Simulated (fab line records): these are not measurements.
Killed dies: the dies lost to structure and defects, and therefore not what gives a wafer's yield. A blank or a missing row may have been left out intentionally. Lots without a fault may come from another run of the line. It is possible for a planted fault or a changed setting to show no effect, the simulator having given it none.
One fault seen from 3 desks -- flow n5 finfet -- only its own numbers are on each desk; what lay behind them is given at the end

DESK OF THE TOOL OWNER: ald sin-04
The tool's own readings at N5_FIN_SAQP_ALD_61 (deposits SiO2, target thk 4 nm, pulse time 1 s, purge time 2 s): means of the sampled wafers that have a number, for each lot that ran on this tool. Marked OUT: a lot whose mean sits more than 4 standard deviations from the usual mean, which makes it out of limits; the brackets give that distance.
Columns: A = heater power w at N5_FIN_SAQP_ALD_61, usual 499 W; B = precursor pulse height rel at N5_FIN_SAQP_ALD_61, usual 0.998
lot,first seen here,A,B
L655,day 3 02:55,478,0.990
L668,day 6 08:39,521,1.009
L669,day 6 14:47,479,1.011
Finding of this desk: none of the 3 lots has anything out of limits.

THE METROLOGY DESK
What the gauges read, lot by lot, whatever tool the lot ran on: means of the sampled wafers that have a number. Marked OUT: a lot whose mean sits more than 4 standard deviations from the usual mean, which makes it out of limits; the brackets give that distance. Only the readings that lie furthest out on some lot appear, 7 of the 10 it has.
Columns: A = DIBL_N at N5_BEOL_M4_RC_MEAS_101, usual 36.2 mV/V; B = DIBL_P at N5_BEOL_M4_RC_MEAS_101, usual 36.2 mV/V; C = IOFF_N at N5_BEOL_M4_RC_MEAS_101, usual 0.16 nA/um; D = IOFF_P at N5_BEOL_M4_RC_MEAS_101, usual 0.21 nA/um; E = ION_P at N5_BEOL_M4_RC_MEAS_101, usual 463 uA/um; F = SS_N at N5_BEOL_M4_RC_MEAS_101, usual 71.5 mV/dec; G = VT_P at N5_BEOL_M4_RC_MEAS_101, usual -250 mV
lot,first seen here,A,B,C,D,E,F,G
L655,day 8 20:15,33.8,35.0,0.13,0.19,469,70.8,-251
L668,day 12 15:29,34.8,34.1,0.14,0.18,457,71.1,-250
L669,day 13 04:05,37.5,36.7,0.20,0.24,465,72.3,-247
Finding of this desk: none of the 3 lots has anything out of limits.

THE DEFECT DESK
What the inspections along the route counted, lot by lot: means of the sampled wafers that have a number. Marked OUT: a lot whose mean sits more than 4 standard deviations from the usual mean, which makes it out of limits; the brackets give that distance.
Columns: A = raw defect count at N5_FIN_SAQP_INSPECT_18, usual 432; B = raw defect count at N5_FIN_SAQP_INSPECT_40, usual 233; C = raw defect count at N5_FIN_CUT_INSPECT_10, usual 42
lot,first seen here,A,B,C
L655,day 3 04:07,1136 (+5.9) OUT,884 (+9.2) OUT,766 (+60) OUT
L668,day 6 09:55,449,223,33
L669,day 6 16:05,415,219,42
This desk's finding: out of limits on L655; first on L655, day 3 04:07 (raw defect count at N5_FIN_SAQP_INSPECT_18). In limits: L668, L669.

BROUGHT TOGETHER
The defect desk could have raised an alarm at day 3 04:07, on L655.
The tool owner's desk saw nothing out of limits.
From the metrology desk's view, nothing was out of limits.
The tool owner's desk has L655 on record, within its limits.
The metrology desk holds a record of L655, inside its limits.
Every lot named ran N5_FIN_SAQP_ALD_61 on ald sin-04.

WHAT THE SIMULATOR PUT IN
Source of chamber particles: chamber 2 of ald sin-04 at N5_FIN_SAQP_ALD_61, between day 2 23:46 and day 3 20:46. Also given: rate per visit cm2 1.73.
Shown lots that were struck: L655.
Hours from the fault's start to each desk's first reading out of limits: the defect desk, 4.
